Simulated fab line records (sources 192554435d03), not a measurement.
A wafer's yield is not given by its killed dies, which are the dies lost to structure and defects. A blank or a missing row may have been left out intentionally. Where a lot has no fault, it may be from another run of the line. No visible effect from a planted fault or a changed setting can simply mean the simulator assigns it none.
Struck lot and sound lot, side by side | flow n5 finfet | 37 steps out of a route of 1938
Sound: these wafers, L511.1, L511.3, L511.5. Struck: wafer L523.6 (left out: L523.3, a lot-mate that was not struck); the cause follows at the end.
Order at every step that has rows: each side's tool, ch and its chambers, its first start. Under that, the readings that differ: sound wafers | struck wafers | difference of the means | sigmas: that difference in standard deviations of wafers without a fault.
alike: a reading whose means differ by less than 2 such deviations, as well as words and numbers matching on both sides. not compared: withheld readings; readings where some wafer has no value; bounds like >300 that might hide an equal value; numbers whose values overlap and for which the record gives no deviation.
A row with sigmas, a row that says differs or no value, or rows on one side alone: a step with any of these is where the two part. Non-overlapping numbers with no deviation appear without sigmas and do not part them. A reading that every wafer of one side lacks parts them only if that side has two wafers or more.

first, 9 steps without rows for these wafers: N5_MOL_CONTACT_COAG_COAT_34 (resist thk 40 nm); N5_MOL_CONTACT_COAG_EBR_36; N5_MOL_CONTACT_COAG_SOFTBAKE_35 (time 60 s); N5_MOL_CONTACT_COAG_EXPOSE_37 (exposes mask VD, defocus 0 nm); N5_MOL_CONTACT_COAG_PEB_38 (peb time 60 s); N5_MOL_CONTACT_COAG_DEVELOP_39 (develop time 30 s); N5_MOL_CONTACT_COAG_DESCUM_45 (chemistry O2, time 7 s); N5_MOL_CONTACT_COAG_ETCH_65 (etches underlayer in N2/H2, target depth 13 nm, time 10.4 s); N5_MOL_CONTACT_COAG_ETCH_66 (etches SiARC in CF4, target depth 13 nm, time 21.7 s).
N5_MOL_CONTACT_COAG_ALD_133: deposits SiO2, target thk 5 nm, pulse time 1 s, co reactant pulse time 1 s.
  sound on ald sin-04 ch 0,1, day 5 09:31; struck on ald sin-04 ch 0, day 8 11:19
  reading                                            | sound    | struck | difference | sigmas
  ald cycles                                         | 35 35 35 | 55     | +20        |
  model.SiO2_of_MOL_CONTACT_COAG_ALD_133.thk nm (nm) | 5 5 5    | 7.8    | +2.8       |
  alike: heater power w, precursor pulse height rel
then, 25 steps without rows for these wafers: N5_MOL_CONTACT_COAG_ETCHBACK_134 (etches SiO2 in CHF3, target depth 10 nm, time 6.7 s); N5_MOL_CONTACT_COAG_ETCH_67 (etches SOC in N2/H2, target depth 60 nm, overetch 21 nm, time 101.2 s); N5_MOL_CONTACT_COAG_STRIP_68 (strips in N2/H2); N5_MOL_CONTACT_COAG_STRIP_69 (strips in N2/H2); N5_MOL_CONTACT_COAG_ETCHBACK_136 (etches SiO2 in CHF3, target depth 25 nm, time 16.7 s); N5_MOL_CONTACT_COAG_STRIP_120 (strips in CHF3); N5_MOL_CONTACT_COAG_VIA_ETCH_117 (etches SiO2 in C4F6/O2, target depth 40 nm, overetch 8 nm, time 26 s); N5_MOL_CONTACT_COAG_ETCH_124 (etches SiNx in CH3F/O2, stops on SiOC, target depth 6.5 nm); N5_MOL_CONTACT_COAG_ETCH_48 (etches SiOC in C4F6/O2, target depth 15 nm, overetch 4.5 nm, time 17 s); N5_MOL_CONTACT_COAG_STRIP_72 (strips in N2/H2); N5_MOL_CONTACT_COAG_STRIP_49 (strips in N2/H2, time 30 s); N5_MOL_CONTACT_COAG_PRECLEAN_138 (cleans in alkaline clean, time 60 s); N5_MOL_CONTACT_COAG_SRD_139 (time 30 s); N5_MOL_CONTACT_COAG_PRE_CLEAN_121; N5_MOL_CONTACT_COAG_CVD_140 (deposits W, target thk 66.5 nm, time 215 s); N5_MOL_CONTACT_COAG_PRECLEAN_127 (cleans in DIW, time 57.5 s); N5_MOL_CONTACT_COAG_SRD_128 (dry time 32 s); N5_MOL_CONTACT_COAG_CMP_52 (polishes, stops on SiO2, t overpolish 1.5 s, target thk 66.5 nm); N5_MOL_CONTACT_COAG_ANNEAL_112 (time 1800 s); N5_BEOL_M0_SAQP_PECVD_00 (deposits SiCN from 3MS/NH3, target thk 8 nm, time 14 s); N5_BEOL_M0_SAQP_ILD_DEP_01 (deposits SiOC from DEMS/O2, target thk 45.419 nm, time 8.7 s); N5_BEOL_M0_SAQP_HM_DEP_02 (deposits TiN, target thk 12 nm); N5_BEOL_M0_SAQP_PECVD_03 (deposits SiCN from 3MS/NH3, target thk 12 nm, time 21.1 s); N5_BEOL_M0_SAQP_PECVD_96 (deposits a-Si from SiH4/He, target thk 45 nm, time 45.2 s); N5_BEOL_M0_SAQP_PECVD_97 (deposits SiNx from SiH4/NH3/N2, target thk 23 nm, time 19.9 s).
N5_BEOL_M4_RC_MEAS_101:
  the record has rows for the sound wafers here (prober-01 ch 0, day 9 10:09) and none for the struck ones
-- record jumps: 9 days separate the struck wafers' starts on either side; left off in module BEOL_M4, taken up again in module PASSIVATION, whose first shown step is the route's number 1936 --
N5_PASSIVATION_PROBE_49:
  sound on prober-01, day 13 20:27; struck on prober-01, day 17 05:23
  reading                  | sound          | struck | difference | sigmas
  defect limited yield (%) | 90.8 93.1 92.5 | 0      | -92        | -71
  killed at contacts       | 7 14 6         | 1088   | +1079      | +99 or more
  killed dies              | 108 81 89      | 1180   | +1087      | +72
  killed on rim            | 16 14 15       | 152    | +137       | +34
  sort_bin_5_function (%)  | 6.0 4.3 4.3    | 96.0   | +91.1      | +99 or more
  sort n pass              | 1072 1099 1091 | 0      | -1087      | -72
  sort yield pct (%)       | 90.8 93.1 92.5 | 0      | -92        | -71
  alike: killed_at_M0_to_M3, killed_at_M4_up, killed at front end, killed at other, killed open, killed short, sort_bin_6_memory

WHERE THEY PART
At N5_BEOL_M4_RC_MEAS_101 first; at N5_PASSIVATION_PROBE_49 last (within this record only).

WHY: whatever the simulator had introduced
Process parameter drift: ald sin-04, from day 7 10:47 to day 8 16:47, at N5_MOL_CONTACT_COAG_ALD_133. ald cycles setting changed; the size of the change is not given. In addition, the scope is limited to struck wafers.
